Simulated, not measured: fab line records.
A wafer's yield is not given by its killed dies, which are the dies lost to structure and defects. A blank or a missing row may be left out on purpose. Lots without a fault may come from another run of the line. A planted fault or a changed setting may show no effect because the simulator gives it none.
A struck lot beside a sound one / flow nand harc / 15 out of 1302 route steps
Sound: these wafers, L419.2, L419.3, L419.5. Struck: wafer L439.6. (L439.2, L439.3 of the same lot were not struck and are left out.) The cause comes at the end.
Order at every step that has rows: each side's tool, ch and its chambers, its first start. Under that, the readings that differ: sound wafers / struck wafers / difference of the means / sigmas: that difference in standard deviations of wafers without a fault.
alike: readings whose means differ by less than 2 such deviations, and words and numbers that are the same on both sides. not compared: withheld readings, readings that some wafer has no value for, bounds like >300 that may hide the same value, and numbers for which the record gives no deviation and whose values overlap.
Wherever a step has rows on one side only, a row that says differs or no value, or a row with sigmas, the two part there. Non-overlapping numbers with no deviation appear without sigmas and do not part them. A reading missing from all wafers of one side parts the sides only when that side holds two or more wafers.

first, 8 steps without rows for these wafers: NHARC_A_BONDPAD_HMDS_02 (time 30 s); NHARC_A_BONDPAD_COAT_33 (time 65 s); NHARC_A_BONDPAD_COAT_03 (resist thk 600 nm); NHARC_A_BONDPAD_SOFTBAKE_04 (time 70 s); NHARC_A_BONDPAD_EBR_05; NHARC_A_BONDPAD_EXPOSE_06 (exposes mask A BPAD); NHARC_A_BONDPAD_PEB_07 (peb time 80 s); NHARC_A_BONDPAD_DEVELOP_08 (time 50 s).
NHARC_A_BONDPAD_CD_MEAS_09: target cd 500 nm.
  sound on cd sem-01 ch 0, day 23 21:15; struck on cd sem-02 ch 0, day 31 21:18
  alike: cd nm
NHARC_A_BONDPAD_OVL_MEAS_35:
  struck on overlay-01, day 31 21:23; sound on overlay-02, day 23 21:20
  alike: overlay x nm, overlay y nm
then, 1 step without rows for these wafers: NHARC_A_BONDPAD_HARDBAKE_10 (time 65 s).
NHARC_A_BONDPAD_DESCUM_11: chemistry O2, time 3 s.
  sound on rie diel-05 ch 0,1,2, day 23 21:28; struck on rie diel-05 ch 3, day 31 21:31
reading=oes product au (a.u.); sound=0.975 0.987 0.987; struck=1.014; difference=+0.031; sigmas=+3
  alike: drypump motor current A, o2 flow sccm, rf vpp V, showerhead plenum p Torr, throttle valve pct
  not compared: rf hours counter h
NHARC_A_BONDPAD_ETCH_34: etches the open film in N2/H2, target depth 60 nm, overetch 18 nm, time 65.91 s.
  sound on rie diel-05 ch 1,2,3, day 23 21:33; struck on rie diel-05 ch 1, day 31 21:36
reading=oes product au (a.u.); sound=0.985 0.997 0.995; struck=1.022; difference=+0.030; sigmas=+3
reading=run length s (s); sound=86.5 87.3 86.9; struck=69.7; difference=-17.2; sigmas=-39
  alike: drypump motor current A, rf vpp V, showerhead plenum p Torr, throttle valve pct
  not compared: rf hours counter h
NHARC_A_BONDPAD_ETCH_12: etches the open film in CHF3/O2, target depth 220 nm, time 110 s.
  sound on rie diel-05 ch 0,1,3; struck on rie diel-05 ch 0
  alike: drypump motor current A, o2 flow sccm, oes product au, rf vpp V, run length s, showerhead plenum p Torr, throttle valve pct
  not compared: rf hours counter h
next, for these wafers, 1 step has no rows: NHARC_END_SORT_01.

WHERE THEY PART
At NHARC_A_BONDPAD_DESCUM_11 first; at NHARC_A_BONDPAD_ETCH_34 last (within this record only). Later steps at which nothing parts them and some readings are alike: NHARC_A_BONDPAD_ETCH_12.

WHY: what had been put in by the simulator
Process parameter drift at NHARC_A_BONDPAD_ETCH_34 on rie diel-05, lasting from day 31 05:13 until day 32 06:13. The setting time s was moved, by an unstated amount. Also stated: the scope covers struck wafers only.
